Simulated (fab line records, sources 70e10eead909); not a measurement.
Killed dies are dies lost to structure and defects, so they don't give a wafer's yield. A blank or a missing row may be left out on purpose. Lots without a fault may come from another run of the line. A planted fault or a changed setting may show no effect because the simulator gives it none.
A struck lot beside a sound one | flow nand_harc | 15 steps out of a route of 1159
Sound: wafers L206.1, L206.3, L206.4. Struck: wafers L207.3, L207.4, L207.5. The cause comes at the end.
At each step with rows: each side's tool, then ch and its chambers, then its first start. Under that, the readings that differ: sound wafers | struck wafers | difference of the means | sigmas: that difference in standard deviations of wafers without a fault.
alike: readings whose means differ by less than 2 such deviations, and words and numbers that are the same on both sides. not compared: withheld readings, readings that some wafer has no value for, bounds like >300 that may hide the same value, and numbers for which the record gives no deviation and whose values overlap.
The two part at a step that has a row with sigmas, a row that says differs or no value, or rows on one side only. Numbers that don't overlap but have no deviation are shown without sigmas and don't part them. A reading that every wafer of one side lacks parts them only if that side has two wafers or more.

first, 2 steps without rows for these wafers: NHARC_THIN_TSV_PEB_10 (peb time 85 s); NHARC_THIN_TSV_DEVELOP_11 (time 70 s).
NHARC_THIN_TSV_CD_MEAS_12: target cd 1000 nm.
  sound on cd_sem-02 ch 0, day 19 01:34; struck on cd_sem-02 ch 0, day 19 21:35
  alike: cd_nm
then, 2 steps without rows for these wafers: NHARC_THIN_TSV_HARDBAKE_13 (time 80 s); NHARC_THIN_TSV_DESCUM_14 (chemistry O2, time 3 s).
NHARC_THIN_TSV_ETCH_44: etches the open film in CF4/O2, target depth 1594.2 nm, time 797.1 s.
  sound on rie_diel-08 ch 0,1,2, day 19 01:50; struck on rie_diel-10 ch 0,1,2, day 19 21:53
  alike: drypump_motor_current_A, oes_product_au, rf_vpp_V, showerhead_plenum_p_Torr, throttle_valve_pct
  not compared: rf_hours_counter_h
NHARC_THIN_TSV_ETCH_15: target depth 3000 nm, bosch target overetch cycles 2, bosch etch step 2.8 s.
  sound on rie_si-06 ch 0,1,3, day 19 02:25; struck on rie_si-06 ch 1,2, day 19 22:24
  alike: drypump_motor_current_A, he_backside_leak_sccm
  not compared: rf_hours_counter_h
NHARC_THIN_TSV_CD_MEAS_16:
  sound on cd_sem-03, day 19 02:35; struck on cd_sem-01, day 19 22:33
  alike: cd_nm
then, 2 steps without rows for these wafers: NHARC_THIN_TSV_STRIP_45 (strips in O2); NHARC_THIN_TSV_STRIP_46 (strips in post etch residue remover, time 1200 s).
NHARC_THIN_TSV_DEP_47: deposits SiO2, target thk 200 nm.
  sound on pecvd-02 ch 1,2, day 19 03:35; struck on pecvd-03 ch 0,1,2, day 19 23:32
  alike: throttle_valve_pct
NHARC_THIN_TSV_ETCHBACK_48: etches the open film in C4F8/Ar, target depth 1028.5 nm, time 405.17 s.
  sound on rie_diel-08 ch 0,1,2, day 19 03:56; struck on rie_diel-10 ch 1,2, day 19 23:53
  alike: oes_product_au, rf_vpp_V
  not compared: rf_hours_counter_h
NHARC_THIN_TSV_STRIP_62: strips in N2/H2, time 20 s.
  sound on plasma_asher-02 ch 0,1, day 19 04:19; struck on plasma_asher-02 ch 0,1, day 20 00:17
  no value came back on the struck wafers for drypump_motor_current_A (A), heater_power_w (W); on the sound wafers drypump_motor_current_A (A) reads 6.6 6.6 6.0
  not compared: rf_hours_counter_h
NHARC_THIN_TSV_DEGAS_49: time 120 s.
  sound on pvd_sputter-02, day 19 04:28; struck on pvd_sputter-02, day 20 00:25
  alike: heater_power_w
NHARC_END_SORT_01:
  the record has rows for the struck wafers here (prober-01 ch 0, day 20 21:19) and none for the sound ones

WHERE THEY PART
First at NHARC_THIN_TSV_STRIP_62; last, within this record, at NHARC_END_SORT_01.

WHY: what the simulator had put in
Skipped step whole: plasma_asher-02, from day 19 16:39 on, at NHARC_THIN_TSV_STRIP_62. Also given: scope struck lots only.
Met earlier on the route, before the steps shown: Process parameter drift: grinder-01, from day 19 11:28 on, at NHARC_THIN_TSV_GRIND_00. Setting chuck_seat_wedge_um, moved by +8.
